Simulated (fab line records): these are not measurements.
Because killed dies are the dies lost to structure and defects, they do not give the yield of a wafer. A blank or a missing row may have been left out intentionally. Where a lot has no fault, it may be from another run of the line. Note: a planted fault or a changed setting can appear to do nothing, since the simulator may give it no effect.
8D (eight disciplines) problem report, filled in by code / flow nandHarc / the parts of the form that need people (team, actions taken, sign-off) are left out

== 1. WHAT WENT WRONG ==
killedAtPeriphery at NHARC_END_SORT_01 reads a mean of 622.5 on 6 wafers of 2 lots; wafers without a fault read 3.2 with a standard deviation of 2.2. So: +99 or more standard deviations from the usual mean.
First seen on wafer L401.2, day 28 17:55, on prober-02. Wafers with a number at this step in the record: 6, from 2 lots. Rule for "out", or "out of limits": more than 4 standard deviations from the usual mean. Any other wafer with a number is counted as sound.

== 2. WHAT IT IS; WHAT IT IS NOT ==
question=which readings at this step; is=killedAtPeriphery, killedDies; is not=killedAtArray, killedOpen
question=which lots; is=L401, L403; is not=-
question=which wafers of those lots; is=all that have a number; is not=-
question=read on which gauges; is=prober-01, prober-02; is not=-
question=when; is=from day 28 17:55; is not=up to then (0 sound wafers)

== 3. THE SUSPECTS, EACH WITH WHAT RULES IT OUT ==
Counting: a tool stays on the suspect list if, at a process step up to the reading, it processed all lots that are out and no sound lot following the first of them.
- the gauge at NHARC_END_SORT_01 is ruled out. 2 gauges (prober-01, prober-02) read the wafers that are out.
- krfScanner-04 at NHARC_P_GATE_EXPOSE_88 (exposes mask P HVN, target cd 2000 nm): kept. It ran every lot that is out, first L401 (day 10 06:06), and no sound lot after that.
The count leaves krfScanner-04 at NHARC_P_GATE_EXPOSE_88.

== 4. THE CAUSE (what the simulator had put in) ==
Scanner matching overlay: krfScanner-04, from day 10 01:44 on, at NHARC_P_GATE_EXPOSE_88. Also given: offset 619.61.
This tool alone remained once counting was done.

== 5. THE CHAIN OF EFFECTS, in route order ==
Each row: a reading where the mean over the struck wafers with a number is more than 3 standard deviations away from the usual. Only readings whose record carries a usual standard deviation are examined. hours: median over the lots of the time between each lot's start at the first step of this table that gives one and its start at this step. sigmas: the change, counted in usual standard deviations.
hours=0; step=NHARC_END_SORT_01; reading=killedAtPeriphery; usual=3.2; on struck wafers=622.5; change=+619.3; sigmas=+99 or more
hours=0; step=NHARC_END_SORT_01; reading=killedDies; usual=57; on struck wafers=677; change=+620; sigmas=+36

== 6. HOW IT WOULD HAVE BEEN CAUGHT EARLIER ==
The first out-of-limits reading at a measuring or inspecting step in this record came at day 28 17:55, 448 hours after the fault's start at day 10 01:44.
An alarm limit of 4 standard deviations would not have fired on the tool readings at NHARC_P_GATE_EXPOSE_88 for which the record gives a usual standard deviation, since none of them was out on any struck wafer.
All the lots that are out (2) had begun NHARC_P_GATE_EXPOSE_88 on krfScanner-04 by day 28 17:55. Had the tool been put on hold then, not one of them would have been saved.
